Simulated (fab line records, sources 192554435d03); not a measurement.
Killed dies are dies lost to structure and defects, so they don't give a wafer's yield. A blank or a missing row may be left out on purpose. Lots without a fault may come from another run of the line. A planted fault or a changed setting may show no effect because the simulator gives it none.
Chamber matching | flow n5_finfet | N5_WELL_APT_DESCUM_30 on rie_diel-01: 4 sister chambers
The step chemistry O2, time 7.9 s. 22 wafers are shown with their chamber, then 11 later ones without.

WAFERS WITH THEIR CHAMBER
wafer  | chamber | showerhead_plenum_p_Torr (Torr) | throttle_valve_pct (%) | oes_product_au (a.u.)
L079.1 | 3       | 2.17                            | 20.67                  | 0.74
L079.3 | 0       | 2.00                            | 20.09                  | 0.79
L079.4 | 2       | 2.04                            | 20.52                  | 0.83
L082.2 | 0       | 2.00                            | 20.13                  | 0.78
L082.4 | 2       | 2.04                            | 20.52                  | 0.82
L082.5 | 0       | 2.00                            | 20.11                  | 0.78
L083.1 | 2       | 2.04                            | 20.52                  | 0.81
L083.4 | 3       | 2.17                            | 20.70                  | 0.74
L083.5 | 2       | 2.04                            | 20.53                  | 0.81
L085.2 | 0       | 2.00                            | 20.12                  | 0.77
L085.3 | 2       | 2.04                            | 20.54                  | 0.81
L085.4 | 3       | 2.17                            | 20.69                  | 0.73
L086.1 | 1       | 2.15                            | 20.65                  | 0.89
L086.3 | 2       | 2.04                            | 20.53                  | 0.81
L086.5 | 0       | 2.00                            | 20.13                  | 0.77
L087.1 | 0       | 2.00                            | 20.12                  | 0.77
L087.5 | 2       | 2.04                            | 20.54                  | 0.80
L087.6 | 1       | 2.15                            | 20.66                  | 0.89
L090.2 | 0       | 1.99                            | 20.15                  | 0.77
L090.3 | 1       | 2.14                            | 20.65                  | 0.89
L090.5 | 0       | 1.99                            | 20.14                  | 0.77
L093.3 | 1       | 2.14                            | 20.68                  | 0.87

SIGNATURES (means of the wafers above)
reading                  | chamber 0 | chamber 1 | chamber 2 | chamber 3 | scatter within a chamber
showerhead_plenum_p_Torr | 1.9975    | 2.1450    | 2.0400    | 2.1700    | 0.00373
throttle_valve_pct       | 20.1238   | 20.6600   | 20.5286   | 20.6867   | 0.0148
oes_product_au           | 0.7750    | 0.8850    | 0.8129    | 0.7367    | 0.00853
Rule: a wafer's distance from a chamber is the root of the sum, over the readings, of the square of ((its reading less the chamber's mean) divided by the reading's scatter). The wafer belongs to the nearest chamber; if the next one is less than 2 further off, it can't be placed. The scatter: the root of (the sum of the squares of (reading less its chamber's mean) over the shown wafers, divided by (wafers less chambers)).

WAFERS WITHOUT THEIR CHAMBER
wafer  | showerhead_plenum_p_Torr (Torr) | throttle_valve_pct (%) | oes_product_au (a.u.)
L093.5 | 2.16                            | 20.73                  | 0.71
L093.6 | 2.03                            | 20.56                  | 0.79
L095.1 | 1.99                            | 20.15                  | 0.75
L095.4 | 2.16                            | 20.72                  | 0.71
L095.6 | 1.99                            | 20.16                  | 0.75
L096.2 | 2.03                            | 20.57                  | 0.79
L096.4 | 2.16                            | 20.72                  | 0.71
L096.5 | 2.03                            | 20.56                  | 0.79
L097.3 | 2.14                            | 20.68                  | 0.86
L097.5 | 2.14                            | 20.67                  | 0.86
L097.6 | 2.03                            | 20.58                  | 0.77

WHICH CHAMBER EACH WENT THROUGH
wafer  | from the rows above | in truth
L093.5 | 3                   | 3
L093.6 | 2                   | 2
L095.1 | 0                   | 0
L095.4 | 3                   | 3
L095.6 | 0                   | 0
L096.2 | 2                   | 2
L096.4 | 3                   | 3
L096.5 | 2                   | 2
L097.3 | 1                   | 1
L097.5 | 1                   | 1
L097.6 | 2                   | 2
Placed correctly: 11 of 11. Can't be placed from these rows: 0. Placed wrongly: 0.
